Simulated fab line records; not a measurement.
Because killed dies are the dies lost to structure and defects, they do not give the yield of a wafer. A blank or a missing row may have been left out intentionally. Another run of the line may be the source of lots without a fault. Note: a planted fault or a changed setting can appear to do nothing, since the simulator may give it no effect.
fab line records    flow n5Finfet
record: lots: 11  wafers: 33  lastDay: 18
route steps=1938 shown BEOL_M4@1098 BEOL_M5@1130 PASSIVATION@1936
lots with no fault: from the same line, run without faults
startH: start of the lot's first displayed wafer, in hours after the record's first day    waitH: how many hours have passed since the lot's step before this one    " repeats the value in the row above    L1.1+2: a single row standing in for several wafers    - no value present, or no start provided    * or withheld: withheld    < > ~ a bound
route shown NAME@n: names a module that has steps shown in the file, with the first one's number in the route    usual: average and standard deviation across the fault-free wafers    same: alike in all rows    chamber/n: place in a boat    sites: each site's reading    _std_site: the standard deviation of these    _edge_site: inner sites' mean taken away from outer sites' mean    radiusMm: for every site, how far away it sits from the centre of the wafer    mask NAME#n: copy n    behind: the last tool/chamber to shape the wafer    hold: the reason the lot was held/the length of the hold in hours/how it ended    device: transistor that didn't switch, given as n, p or np    end of line: tests of these same wafers at the route's end    a step given without rows: its recipe and nothing more    killed: at the first sort, the dies lost to defects and structure; wafer yield is something else    map: dies across one wafer; x = killed, . = not, _ = none there
set.NAME: setting as actually run; set.NAME@STEP: the setting as run at that earlier step    model.NAME: the simulator's own value behind a step, which no gauge read
route steps across a sampled set of lots; one table per step, one row per wafer
services: a tool's chamber out of use, with start hour (startH, from the record's first day; less than 0 if before it), hours out, and reason
== steps ==
step: N5_BEOL_M4_SPUTTER_94
recipe: material: Cu  targetThkA: 45  tempC: -20  chamberPressurePa: 0.07  powerW: withheld  timeS: 8.29
usual: throttleValvePct: 30.3/1
lot.wafer  tool           chamber  startH  waitH  throttleValvePct
L946.1     pvdSputter-01  -        174.17  0.1    31.8
L946.5     "              -        "       "      31.7
L946.6     "              -        "       "      30.6
L952.1     pvdSputter-01  -        212.13  0.1    30.7
L952.4     "              -        "       "      31.8
L952.6     "              -        "       "      31.0
L951.2     pvdSputter-02  -        216.32  0.1    28.9
L951.3     "              -        "       "      29.6
L951.6     "              -        "       "      29.1
L953.1     pvdSputter-01  -        218.86  0.1    30.8
L953.2     "              -        "       "      30.0
L953.5     "              -        "       "      31.7
L955.1     pvdSputter-03  -        225.85  0.1    31.9
L955.5     "              -        "       "      32.1
L955.6     "              -        "       "      29.4
L957.1     pvdSputter-03  -        245.66  0.1    29.2
L957.5     "              -        "       "      32.0
L957.6     "              -        "       "      30.0
L958.2     pvdSputter-03  -        252.22  0.1    29.2
L958.3     "              -        "       "      31.9
L958.5     "              -        "       "      29.4
L966.2     pvdSputter-01  -        293.50  0.1    30.2
L966.3     "              -        "       "      31.0
L966.4     "              -        "       "      31.0
L965.2     pvdSputter-03  -        303.75  0.1    31.9
L965.4     "              -        "       "      30.0
L965.5     "              -        "       "      32.2
L964.1     pvdSputter-02  -        315.95  0.1    29.6
L964.4     "              -        "       "      29.2
L964.5     "              -        "       "      29.1
L967.2     pvdSputter-03  -        321.51  0.1    32.0
L967.3     "              -        "       "      29.2
L967.6     "              -        "       "      29.2
step: N5_BEOL_M4_ANNEAL_51
recipe: tempC: 225  timeS: 90  ambient: N2
usual: wafer_temp_C_max: 226.0/0.67
lot.wafer  tool          chamber  startH  waitH  wafer_temp_C_max
L946.1     rtpAnneal-02  0        174.59  0.1    225.4
L946.5     "             0        "       "      225.6
L946.6     "             0        "       "      225.6
L952.1     rtpAnneal-02  0        212.54  0.1    225.3
L952.4     "             0        "       "      225.9
L952.6     "             0        "       "      225.4
L951.2     rtpAnneal-01  0        216.78  0.1    226.8
L951.3     "             0        "       "      226.8
L951.6     "             0        "       "      226.4
L953.1     rtpAnneal-01  0        219.30  0.1    226.1
L953.2     "             0        "       "      226.5
L953.5     "             0        "       "      226.5
L955.1     rtpAnneal-02  0        233.45  0.1    225.6
L955.5     "             0        "       "      225.6
L955.6     "             0        "       "      225.7
L957.1     rtpAnneal-02  0        246.07  0.1    225.4
L957.5     "             0        "       "      225.4
L957.6     "             0        "       "      225.3
L958.2     rtpAnneal-01  0        252.68  0.1    226.9
L958.3     "             0        "       "      226.2
L958.5     "             0        "       "      226.9
L966.2     rtpAnneal-01  0        293.96  0.1    226.4
L966.3     "             0        "       "      226.6
L966.4     "             0        "       "      227.0
L965.2     rtpAnneal-02  0        304.21  0.1    225.8
L965.4     "             0        "       "      225.6
L965.5     "             0        "       "      225.8
L964.1     rtpAnneal-02  0        316.37  0.1    225.5
L964.4     "             0        "       "      225.6
L964.5     "             0        "       "      225.4
L967.2     rtpAnneal-01  0        321.97  0.1    227.0
L967.3     "             0        "       "      226.6
L967.6     "             0        "       "      227.1
step: N5_BEOL_M4_CO_CAP_55
recipe: material: Co  targetThkA: 20  tempC: 200  precursor: CCTBA/H2  pressureTorr: 30  timeS: 102.1
usual: heaterPowerW: 235/18
lot.wafer  tool      chamber  startH  waitH  heaterPowerW
L946.1     cvdCo-01  1        175.25  0.0    272
L946.5     "         1        "       "      266
L946.6     "         2        "       "      224
L952.1     cvdCo-02  2        213.21  0.0    234
L952.4     "         0        "       "      244
L952.6     "         2        "       "      242
L951.2     cvdCo-02  0        217.41  0.0    235
L951.3     "         1        "       "      223
L951.6     "         0        "       "      244
L953.1     cvdCo-02  0        219.98  0.0    237
L953.2     "         1        "       "      216
L953.5     "         1        "       "      219
L955.1     cvdCo-01  1        234.14  0.0    266
L955.5     "         0        "       "      215
L955.6     "         1        "       "      267
L957.1     cvdCo-01  2        246.74  0.0    225
L957.5     "         1        "       "      264
L957.6     "         0        "       "      213
L958.2     cvdCo-02  1        253.31  0.0    217
L958.3     "         0        "       "      246
L958.5     "         1        "       "      223
L966.2     cvdCo-02  0        294.59  0.0    243
L966.3     "         1        "       "      219
L966.4     "         0        "       "      242
L965.2     cvdCo-02  0        304.84  0.0    237
L965.4     "         1        "       "      222
L965.5     "         0        "       "      249
L964.1     cvdCo-02  2        317.09  0.0    243
L964.4     "         0        "       "      247
L964.5     "         1        "       "      219
L967.2     cvdCo-02  1        322.59  0.0    228
L967.3     "         0        "       "      248
L967.6     "         0        "       "      242
step: N5_BEOL_M5_ETCH_72
recipe: chemistry: N2/H2  target: underlayer  targetDepthA: 65  maskMaterial: CAR-EUV  timeS: 5.2  ionEnergyEv: 200  pressureMtorr: 30  sourceW: 840  biasW: 150  n2FlowSccm: 200  h2FlowSccm: 200  ends: cleared
usual: drypumpMotorCurrentA: 5.6/0.47  etchRfOnTimeS: 5.20/0.16  oesProductAu: 0.66/0.075  rfFwdPowerW: 819.5/2.4  rfVppV: 523.9/2.4  showerheadPlenumPTorr: 2.54/0.069  throttleValvePct: 17.91/0.23
lot.wafer  tool        chamber  startH  waitH  drypumpMotorCurrentA  etchRfOnTimeS  oesProductAu  rfFwdPowerW  rfHoursCounterH  rfVppV  showerheadPlenumPTorr  throttleValvePct
L946.1     rieDiel-03  3        179.33  0.0    5.6                   4.96           0.66          813.6        159              525.8   2.64                   18.09
L946.5     "           3        "       "      5.6                   5.00           0.64          819.3        -                525.3   2.64                   18.08
L946.6     "           0        "       "      5.5                   5.18           0.74          817.8        -                522.8   2.48                   17.85
L952.1     rieDiel-04  3        217.30  0.0    5.0                   5.29           0.56          824.9        246              523.1   2.48                   17.89
L952.4     "           0        "       "      6.2                   5.03           0.63          817.2        196              524.2   2.53                   18.09
L952.6     "           3        "       "      5.0                   5.29           0.57          823.5        -                523.0   2.48                   17.90
L951.2     rieDiel-03  3        220.65  0.0    5.6                   5.05           0.64          818.7        172              529.1   2.63                   18.10
L951.3     "           1        "       "      5.1                   5.28           0.63          824.3        165              522.6   2.52                   17.84
L951.6     "           2        "       "      5.1                   5.11           0.82          820.0        -                524.3   2.59                   17.38
L953.1     rieDiel-05  2        224.20  0.0    5.2                   5.33           0.61          823.4        189              523.9   2.52                   17.75
L953.2     "           0        "       "      5.8                   5.22           0.61          821.3        201              525.5   2.62                   17.91
L953.5     "           2        "       "      5.3                   5.37           0.61          821.1        -                524.8   2.52                   17.75
L955.1     rieDiel-03  3        239.95  0.0    5.6                   5.05           0.64          821.7        177              524.9   2.63                   18.11
L955.5     "           2        "       "      5.1                   5.10           0.82          818.9        -                523.9   2.59                   17.40
L955.6     "           0        "       "      5.5                   5.29           0.71          821.8        -                522.2   2.47                   17.90
L957.1     rieDiel-03  1        249.95  0.0    5.1                   6.44           0.57          618.1        171              572.5   2.52                   17.85
L957.5     "           3        "       "      5.6                   6.29           0.57          617.7        -                575.1   2.63                   18.08
L957.6     "           0        "       "      5.5                   6.46           0.63          617.0        -                571.7   2.47                   17.89
L958.2     rieDiel-03  2        257.84  0.0    5.1                   6.44           0.72          618.7        16               575.2   2.59                   17.39
L958.3     "           1        "       "      5.1                   6.65           0.55          613.6        174              574.1   2.51                   17.81
L958.5     "           3        "       "      5.6                   6.34           0.56          617.9        -                578.1   2.63                   18.12
L966.2     rieDiel-05  2        298.07  0.0    5.3                   5.35           0.59          817.9        213              522.9   2.51                   17.80
L966.3     "           3        "       "      5.8                   5.17           0.62          823.8        198              522.7   2.53                   18.18
L966.4     "           1        "       "      5.6                   5.62           0.57          823.6        218              522.4   2.53                   18.08
L965.2     rieDiel-04  2        307.80  0.0    6.5                   5.14           0.79          817.0        13               528.6   2.72                   17.57
L965.4     "           0        "       "      6.2                   5.05           0.61          816.7        -                521.8   2.52                   18.10
L965.5     "           2        "       "      6.5                   5.10           0.81          815.6        -                529.5   2.72                   17.60
L964.1     rieDiel-05  0        319.92  0.0    5.8                   5.27           0.59          813.6        231              526.0   2.61                   17.96
L964.4     "           2        "       "      5.3                   5.31           0.59          822.7        220              525.1   2.51                   17.80
L964.5     "           1        "       "      5.6                   5.57           0.56          818.7        -                525.6   2.53                   18.08
L967.2     rieDiel-04  3        325.90  0.0    5.0                   5.06           0.80          821.1        15               519.9   2.47                   17.50
L967.3     "           2        "       "      6.5                   5.09           0.78          822.3        19               527.5   2.71                   17.59
L967.6     "           3        "       "      5.0                   5.11           0.79          823.4        -                524.3   2.47                   17.51
step: N5_PASSIVATION_PROBE_49
usual: defectLimitedYield: 91.4/1.3  killed_at_M0_to_M3: 34/10  killed_at_M4_up: 14/5.6  killedAtContacts: 13/5.9  killedAtFrontEnd: 37/9.9  killedAtOther: 3.5/2.8  killedDies: 101/15  killedOpen: 67/12  killedShort: 32/6.6  sort_bin_5_function: 5.0/0.81  sort_bin_6_memory: 3.2/0.66  sortNPass: 1079/15  sortYieldPct: 91.4/1.3
same: grossDies: 1180  killedAtBackSide: 0  sort_bin_4_leakage[%]: 0  sort_bin_8_speed[%]: 0
lot.wafer  tool       chamber  startH  waitH  defectLimitedYield[%]  killed_at_M0_to_M3  killed_at_M4_up  killedAtContacts  killedAtFrontEnd  killedAtOther  killedDies  killedOpen  killedShort  sort_bin_5_function[%]  sort_bin_6_memory[%]  sortNPass  sortYieldPct[%]
L946.1     prober-02  -        289.88  0.0    91.3                   29                  14               17                36                7              103         73          26           5.1                     3.2                   1077       91.3
L946.5     prober-02  -        290.08  0.2    92.1                   33                  11               17                30                2              93          64          29           4.8                     2.6                   1087       92.1
L946.6     prober-02  -        290.13  0.3    92.1                   35                  3                16                35                4              93          55          38           4.7                     2.9                   1087       92.1
L955.1     prober-02  -        337.09  0.0    91.9                   45                  8                10                29                4              96          68          28           4.9                     3.1                   1084       91.9
L955.5     prober-02  -        337.29  0.2    90.5                   43                  18               4                 46                1              112         78          34           5.3                     4.0                   1068       90.5
L955.6     prober-02  -        337.34  0.3    89.1                   57                  11               11                45                5              129         86          43           6.4                     4.2                   1051       89.1
L958.2     prober-02  -        359.23  0.1    93.7                   18                  13               22                16                5              74          42          32           3.4                     2.7                   1106       93.7
L958.3     prober-02  -        359.28  0.1    92.3                   19                  10               36                22                4              91          62          29           4.9                     2.6                   1089       92.3
L958.5     prober-02  -        359.38  0.2    90.8                   29                  10               25                44                0              108         66          42           5.4                     3.6                   1072       90.8
killed by level:class
L946.1 MOL_CONTACT_COAG:geometricParticle:open=15 BEOL_M1:geometricParticle:open=11 STI_FIN_REVEAL:geometricParticle:open=10 BEOL_M3:geometricParticle:open=8 BEOL_M4:geometricParticle:open=8 GATE_CUT:geometricParticle:short=5 BEOL_M0_SAQP:geometricParticle:open=5 GATE_CUT:geometricParticle:open=4
L946.5 MOL_CONTACT_COAG:geometricParticle:open=16 BEOL_M3:geometricParticle:open=9 BEOL_M1:geometricParticle:open=7 DUMMY_GATE:geometricParticle:open=6 STI_FIN_REVEAL:geometricParticle:open=5 GATE_CUT:geometricParticle:short=5 BEOL_M4:geometricParticle:open=5 FIN_SAQP:geometricParticle:short=4
L946.6 MOL_CONTACT_COAG:geometricParticle:open=11 FIN_SAQP:geometricParticle:short=10 BEOL_M1:geometricParticle:open=10 BEOL_M0:geometricParticle:open=7 FIN_SAQP:geometricParticle:open=6 GATE_CUT:geometricParticle:open=5 MOL_CONTACT_COAG:geometricParticle:short=5 GATE_CUT:geometricParticle:short=4
L955.1 BEOL_M0_SAQP:geometricParticle:open=9 MOL_CONTACT_COAG:geometricParticle:open=8 BEOL_M2:geometricParticle:open=8 STI_FIN_REVEAL:geometricParticle:open=7 BEOL_M0_SAQP:geometricParticle:short=7 BEOL_M3:geometricParticle:open=7 BEOL_M1:geometricParticle:open=6 FIN_SAQP:geometricParticle:short=4
L955.5 BEOL_M2:geometricParticle:open=15 STI_FIN_REVEAL:geometricParticle:open=11 BEOL_M0_SAQP:geometricParticle:short=7 BEOL_M5:geometricParticle:open=6 FIN_SAQP:geometricParticle:open=6 BEOL_M4:geometricParticle:open=6 BEOL_M1:geometricParticle:open=5 BEOL_M3:geometricParticle:open=5
L955.6 BEOL_M0_SAQP:geometricParticle:short=14 BEOL_M0_SAQP:geometricParticle:open=13 BEOL_M1:geometricParticle:open=11 DUMMY_GATE:geometricParticle:open=9 MOL_CONTACT_COAG:geometricParticle:open=9 FIN_SAQP:geometricParticle:short=7 STI_FIN_REVEAL:geometricParticle:open=7 BEOL_M2:geometricParticle:open=7
L958.2 MOL_CONTACT_COAG:geometricParticle:open=13 MOL_CONTACT_COAG:geometricParticle:short=9 BEOL_M4:geometricParticle:open=6 BEOL_M2:geometricParticle:open=5 FIN_SAQP:geometricParticle:short=4 BEOL_M0_SAQP:geometricParticle:short=4 STI_FIN_REVEAL:geometricParticle:open=3 ILD0:geometricParticle:short=2
L958.3 MOL_CONTACT_COAG:geometricParticle:open=27 MOL_CONTACT_COAG:geometricParticle:short=9 STI_FIN_REVEAL:geometricParticle:open=7 BEOL_M1:geometricParticle:open=7 STARTING-WAFER:geometricParticle:open=4 STI_FIN_REVEAL:geometricParticle:short=3 ILD0:geometricParticle:short=3 BEOL_M0_SAQP:geometricParticle:open=3
L958.5 STI_FIN_REVEAL:geometricParticle:open=17 MOL_CONTACT_COAG:geometricParticle:open=16 FIN_SAQP:geometricParticle:short=9 MOL_CONTACT_COAG:geometricParticle:short=9 BEOL_M2:geometricParticle:open=8 BEOL_M3:geometricParticle:short=8 STI_FIN_REVEAL:geometricParticle:short=7 BEOL_M0_SAQP:geometricParticle:open=5
== services ==
tool           chamber  startH  hours  kind
cvdCo-01       -        150.27  6.0    pm
pvdSputter-02  -        157.68  14.3   repair
rieDiel-04     3        164.80  1.4    repair
cvdCo-02       2        170.31  5.1    repair
rieDiel-03     2        186.93  -      clean
rieDiel-03     2        186.93  -      consumableReplace:focusRing
rieDiel-03     2        186.93  16.4   scheduledDown
rieDiel-03     2        186.93  16.4   ventCycle
cvdCo-02       2        189.78  8.0    repair
rieDiel-03     1        194.09  2.4    repair
pvdSputter-02  -        207.32  1.6    repair
cvdCo-01       -        208.98  14.6   pm
rieDiel-04     3        230.43  -      clean
rieDiel-04     3        230.43  -      consumableReplace:focusRing
rieDiel-04     3        230.43  24.4   scheduledDown
rieDiel-04     3        230.43  24.4   ventCycle
rieDiel-03     1        238.76  4.5    repair
rieDiel-04     2        254.91  -      clean
rieDiel-04     2        254.91  -      consumableReplace:focusRing
rieDiel-04     2        254.91  -      consumableReplace:showerhead
rieDiel-04     3        285.00  27.2   repair
rtpAnneal-02   -        287.30  3.2    pm
cvdCo-01       -        319.27  6.9    pm
rieDiel-04     0        322.48  6.7    repair
== key ==
firstSign: step: N5_BEOL_M5_ETCH_72  reading: rfFwdPowerW  direction: down  sigmas: 84  usual: *  struck: *
effect: step: N5_BEOL_M5_ETCH_72  reading: rfVppV  direction: up  sigmas: 21  usual: 523.9  struck: 574.5
metAt N5_BEOL_M5_ETCH_72
struckLots L957,L958
notActingAt N5_BEOL_M4_SPUTTER_94,N5_BEOL_M4_ANNEAL_51,N5_BEOL_M4_CO_CAP_55
onsetBetween 239.95 249.95
earlierFault: kind: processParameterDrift  tool: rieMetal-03  chamber: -  onsetH: 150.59  steps: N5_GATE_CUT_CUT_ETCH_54  channel: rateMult  offset: 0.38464  shape: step
earlierFault: kind: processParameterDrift  tool: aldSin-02  chamber: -  onsetH: 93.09  steps: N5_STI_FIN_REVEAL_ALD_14  channel: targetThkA  offset: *  shape: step  actsIn: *  stated: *
fault: kind: processParameterDrift  tool: rieDiel-03  chamber: -  onsetH: 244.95  steps: N5_BEOL_M5_ETCH_72  channel: sourceW  offset: -201.6  shape: step  actsIn: theseRecipesOnly  stated: 840
